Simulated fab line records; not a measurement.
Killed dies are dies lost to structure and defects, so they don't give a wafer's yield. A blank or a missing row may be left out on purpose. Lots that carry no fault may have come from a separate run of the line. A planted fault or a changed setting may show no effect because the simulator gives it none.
Which tool was responsible? || flow nand harc || 12 lots with 36 wafers sampled at 6 steps, on a route of 1302 steps

== WHAT THE GAUGES READ, wafer by wafer ==
NHARC_P_ZERO_WELL_CD_MEAS_52: target cd 2000 nm.
{"lot": "L307", "measured": "day 2 02:33", "on": "cd sem-01", "cd nm (nm)": "2001.4 1998.0 2000.2"}
{"lot": "L308", "measured": "day 2 11:37", "on": "cd sem-02", "cd nm (nm)": "2002.4 1999.7 2000.9"}
{"lot": "L309", "measured": "day 2 21:49", "on": "cd sem-02", "cd nm (nm)": "- - -"}
{"lot": "L314", "measured": "day 5 00:10", "on": "cd sem-01", "cd nm (nm)": "2000.0 2001.8 2002.1"}
{"lot": "L319", "measured": "day 7 01:45", "on": "cd sem-02", "cd nm (nm)": "1997.0 1999.3 2000.3"}
{"lot": "L321", "measured": "day 7 21:59", "on": "cd sem-03", "cd nm (nm)": "1999.4 2002.3 1997.8"}
{"lot": "L323", "measured": "day 8 17:49", "on": "cd sem-02", "cd nm (nm)": "1997.0 1998.9 1998.2"}
{"lot": "L324", "measured": "day 9 03:58", "on": "cd sem-02", "cd nm (nm)": "2003.3 1999.8 1998.8"}
{"lot": "L326", "measured": "day 9 23:50", "on": "cd sem-01", "cd nm (nm)": "2001.3 2001.6 2002.9"}
{"lot": "L327", "measured": "day 10 09:58", "on": "cd sem-03", "cd nm (nm)": "1999.2 1998.6 1999.2"}
{"lot": "L329", "measured": "day 11 05:53", "on": "cd sem-03", "cd nm (nm)": "2001.7 1999.7 1997.9"}
{"lot": "L330", "measured": "day 11 15:38", "on": "cd sem-03", "cd nm (nm)": "1999.6 1999.3 2000.2"}

NHARC_P_STI_INSPECT_25.
{"lot": "L307", "measured": "day 4 06:31", "on": "defect inspect-02", "raw defect count": "143 79 250"}
{"lot": "L308", "measured": "day 4 06:31", "on": "defect inspect-01", "raw defect count": "171 163 166"}
{"lot": "L314", "measured": "day 6 23:29", "on": "defect inspect-01", "raw defect count": "230 297 351"}
{"lot": "L319", "measured": "day 9 01:20", "on": "defect inspect-02", "raw defect count": "298 258 323"}
{"lot": "L321", "measured": "day 10 01:08", "on": "defect inspect-01", "raw defect count": "192 208 140"}
{"lot": "L323", "measured": "day 10 15:32", "on": "defect inspect-01", "raw defect count": "191 149 152"}
{"lot": "L324", "measured": "day 10 22:36", "on": "defect inspect-02", "raw defect count": "153 157 211"}
{"lot": "L326", "measured": "day 12 00:46", "on": "defect inspect-02", "raw defect count": "202 191 108"}
{"lot": "L327", "measured": "day 12 06:37", "on": "defect inspect-01", "raw defect count": "150 322 227"}
{"lot": "L329", "measured": "day 13 10:43", "on": "defect inspect-01", "raw defect count": "255 250 193"}
{"lot": "L330", "measured": "day 13 16:05", "on": "defect inspect-01", "raw defect count": "230 198 267"}

NHARC_P_GATE_CD_MEAS_33.
{"lot": "L307", "measured": "day 5 07:23", "on": "cd sem-02", "cd nm (nm)": "118.4 119.8 119.4"}
{"lot": "L308", "measured": "day 5 06:44", "on": "cd sem-02", "cd nm (nm)": "120.5 118.2 119.4"}
{"lot": "L314", "measured": "day 8 00:07", "on": "cd sem-02", "cd nm (nm)": "121.2 122.3 118.6"}
{"lot": "L319", "measured": "day 10 06:11", "on": "cd sem-02", "cd nm (nm)": "118.8 119.6 121.8"}
{"lot": "L321", "measured": "day 11 08:01", "on": "cd sem-01", "cd nm (nm)": "119.6 120.0 118.9"}
{"lot": "L323", "measured": "day 11 19:01", "on": "cd sem-02", "cd nm (nm)": "117.4 115.1 121.7"}
{"lot": "L324", "measured": "day 11 23:52", "on": "cd sem-03", "cd nm (nm)": "117.9 125.6 118.1"}
{"lot": "L326", "measured": "day 13 03:10", "on": "cd sem-03", "cd nm (nm)": "118.7 119.7 126.2"}
{"lot": "L327", "measured": "day 13 10:09", "on": "cd sem-02", "cd nm (nm)": "121.5 116.4 124.5"}
{"lot": "L329", "measured": "day 14 13:02", "on": "cd sem-01", "cd nm (nm)": "120.7 121.5 121.0"}
{"lot": "L330", "measured": "day 14 13:39", "on": "cd sem-03", "cd nm (nm)": "118.6 118.9 118.9"}

NHARC_END_SORT_01.
{"lot": "L309", "measured": "day 25 16:57", "on": "prober-01", "killed at array": "60 54 54", "killed at other": "2 3 1", "killed at periphery": "615 620 622", "killed dies": "677 677 677", "killed open": "3 7 3", "killed short": "1 1 2"}
{"lot": "L324", "measured": "day 30 20:00", "on": "prober-02", "killed at array": "56 48 46", "killed at other": "2 4 2", "killed at periphery": "1 3 4", "killed dies": "59 55 52", "killed open": "5 7 4", "killed short": "1 1 2"}
{"lot": "L326", "measured": "day 32 20:09", "on": "prober-01", "killed at array": "34 35 28", "killed at other": "0 0 0", "killed at periphery": "3 2 2", "killed dies": "37 37 30", "killed open": "5 2 2", "killed short": "0 2 2"}

== TOOL THAT RAN EACH LOT (tool first, then ch and the chambers of the sampled wafers, then the start) ==
{"lot": "L307", "NHARC_P_ZERO_WELL_DESCUM_26": "rie diel-03 ch 1,2,3, day 1 23:23", "NHARC_P_ZERO_WELL_EXPOSE_49": "krf scanner-04 ch 0, day 2 02:24"}
{"lot": "L308", "NHARC_P_ZERO_WELL_DESCUM_26": "rie diel-13 ch 0,1,3, day 2 08:37", "NHARC_P_ZERO_WELL_EXPOSE_49": "krf scanner-04 ch 0, day 2 11:27"}
{"lot": "L309", "NHARC_P_ZERO_WELL_DESCUM_26": "rie diel-03 ch 0,2,3, day 2 18:44", "NHARC_P_ZERO_WELL_EXPOSE_49": "krf scanner-02 ch 0, day 2 21:40"}
{"lot": "L314", "NHARC_P_ZERO_WELL_DESCUM_26": "rie diel-11 ch 0,1,2, day 4 21:02", "NHARC_P_ZERO_WELL_EXPOSE_49": "krf scanner-04 ch 0, day 5 00:01"}
{"lot": "L319", "NHARC_P_ZERO_WELL_DESCUM_26": "rie diel-13 ch 0,1, day 6 22:38", "NHARC_P_ZERO_WELL_EXPOSE_49": "krf scanner-04 ch 0, day 7 01:36"}
{"lot": "L321", "NHARC_P_ZERO_WELL_DESCUM_26": "rie diel-11 ch 1,2,3, day 7 18:46", "NHARC_P_ZERO_WELL_EXPOSE_49": "krf scanner-01 ch 0, day 7 21:49"}
{"lot": "L323", "NHARC_P_ZERO_WELL_DESCUM_26": "rie diel-11 ch 1,2, day 8 14:49", "NHARC_P_ZERO_WELL_EXPOSE_49": "krf scanner-01 ch 0, day 8 17:39"}
{"lot": "L324", "NHARC_P_ZERO_WELL_DESCUM_26": "rie diel-13 ch 0,1,3, day 9 00:50", "NHARC_P_ZERO_WELL_EXPOSE_49": "krf scanner-02 ch 0, day 9 03:49"}
{"lot": "L326", "NHARC_P_ZERO_WELL_DESCUM_26": "rie diel-03 ch 0,1,3, day 9 20:41", "NHARC_P_ZERO_WELL_EXPOSE_49": "krf scanner-02 ch 0, day 9 23:41"}
{"lot": "L327", "NHARC_P_ZERO_WELL_DESCUM_26": "rie diel-03 ch 0,1,2, day 10 06:49", "NHARC_P_ZERO_WELL_EXPOSE_49": "krf scanner-02 ch 0, day 10 09:49"}
{"lot": "L329", "NHARC_P_ZERO_WELL_DESCUM_26": "rie diel-13 ch 0,1,3, day 11 02:47", "NHARC_P_ZERO_WELL_EXPOSE_49": "krf scanner-02 ch 0, day 11 05:44"}
{"lot": "L330", "NHARC_P_ZERO_WELL_DESCUM_26": "rie diel-13 ch 0,3, day 11 12:29", "NHARC_P_ZERO_WELL_EXPOSE_49": "krf scanner-04 ch 0, day 11 15:29"}
- NHARC_P_ZERO_WELL_DESCUM_26: chemistry O2, time 3 s.
- NHARC_P_ZERO_WELL_EXPOSE_49: exposes mask P HVPW, target cd 2000 nm.

== WHAT THE TOOLS THEMSELVES READ (means of the sampled wafers that have a number; where no wafer has one, the mark that the record gives instead) ==
NHARC_P_ZERO_WELL_DESCUM_26.
{"lot": "L307", "tool": "rie diel-03", "drypump motor current A (A)": 5.6, "oes product au (a.u.)": 0.984, "rf vpp V (V)": 58.3, "showerhead plenum p Torr (Torr)": 1.90, "throttle valve pct (%)": 11.302}
{"lot": "L308", "tool": "rie diel-13", "drypump motor current A (A)": 5.6, "oes product au (a.u.)": 0.991, "rf vpp V (V)": 57.4, "showerhead plenum p Torr (Torr)": 1.95, "throttle valve pct (%)": 11.315}
{"lot": "L309", "tool": "rie diel-03", "drypump motor current A (A)": 5.9, "oes product au (a.u.)": 0.991, "rf vpp V (V)": 57.4, "showerhead plenum p Torr (Torr)": 1.90, "throttle valve pct (%)": 11.318}
{"lot": "L314", "tool": "rie diel-11", "drypump motor current A (A)": 5.9, "oes product au (a.u.)": 0.998, "rf vpp V (V)": 56.8, "showerhead plenum p Torr (Torr)": 1.92, "throttle valve pct (%)": 11.314}
{"lot": "L319", "tool": "rie diel-13", "drypump motor current A (A)": 5.5, "oes product au (a.u.)": 0.995, "rf vpp V (V)": 58.0, "showerhead plenum p Torr (Torr)": 1.93, "throttle valve pct (%)": 11.304}
{"lot": "L321", "tool": "rie diel-11", "drypump motor current A (A)": 5.6, "oes product au (a.u.)": 0.999, "rf vpp V (V)": 58.2, "showerhead plenum p Torr (Torr)": 1.94, "throttle valve pct (%)": 11.307}
{"lot": "L323", "tool": "rie diel-11", "drypump motor current A (A)": 5.7, "oes product au (a.u.)": 0.991, "rf vpp V (V)": 57.9, "showerhead plenum p Torr (Torr)": 2.00, "throttle valve pct (%)": 11.314}
{"lot": "L324", "tool": "rie diel-13", "drypump motor current A (A)": 5.6, "oes product au (a.u.)": 0.991, "rf vpp V (V)": 58.8, "showerhead plenum p Torr (Torr)": 1.93, "throttle valve pct (%)": 11.310}
{"lot": "L326", "tool": "rie diel-03", "drypump motor current A (A)": 5.6, "oes product au (a.u.)": 0.990, "rf vpp V (V)": 57.2, "showerhead plenum p Torr (Torr)": 1.84, "throttle valve pct (%)": 11.316}
{"lot": "L327", "tool": "rie diel-03", "drypump motor current A (A)": 5.6, "oes product au (a.u.)": 1.002, "rf vpp V (V)": 57.9, "showerhead plenum p Torr (Torr)": 1.89, "throttle valve pct (%)": 11.317}
{"lot": "L329", "tool": "rie diel-13", "drypump motor current A (A)": 5.6, "oes product au (a.u.)": 0.998, "rf vpp V (V)": 57.6, "showerhead plenum p Torr (Torr)": 1.92, "throttle valve pct (%)": 11.318}
{"lot": "L330", "tool": "rie diel-13", "drypump motor current A (A)": 5.4, "oes product au (a.u.)": 0.997, "rf vpp V (V)": 57.9, "showerhead plenum p Torr (Torr)": 1.94, "throttle valve pct (%)": 11.312}

== THE ANSWER, worked out from the rows above alone ==
Rule: the usual values come from the lots themselves. The widest of any qualifying gaps counts: lots, ordered by their means at a reading, are off when they make up no more than a third of the lots, leave a main group of 4 or more, and stand apart from it by 3 or more times the standard deviation of that group's means. Not used: any main group whose means are identical at the precision the tables above print for the reading. Also off: a lot with no number at a reading for which 4 or more lots have one. All remaining lots with rows at the step are treated as sound. The gauges are gone through in route order, then the tools' own readings, and for those a lot's mean is taken as printed above. At the first step where some lot is off, the reading lying furthest off is the one used; lots without a number count as furthest.
Off at NHARC_P_ZERO_WELL_CD_MEAS_52 (cd nm): L309. Without a number there: L309. For the main group the mean is 2000.0 nm and the standard deviation 1.1.
If a tool, at a process step before that reading, ran all the lots that are off and no sound lot after the first of them, it fits. Those tools and the gauges at NHARC_P_ZERO_WELL_CD_MEAS_52 are tried in the same way. Not one of the candidates tried fits.

== WHAT THE SIMULATOR HAD INSERTED ==
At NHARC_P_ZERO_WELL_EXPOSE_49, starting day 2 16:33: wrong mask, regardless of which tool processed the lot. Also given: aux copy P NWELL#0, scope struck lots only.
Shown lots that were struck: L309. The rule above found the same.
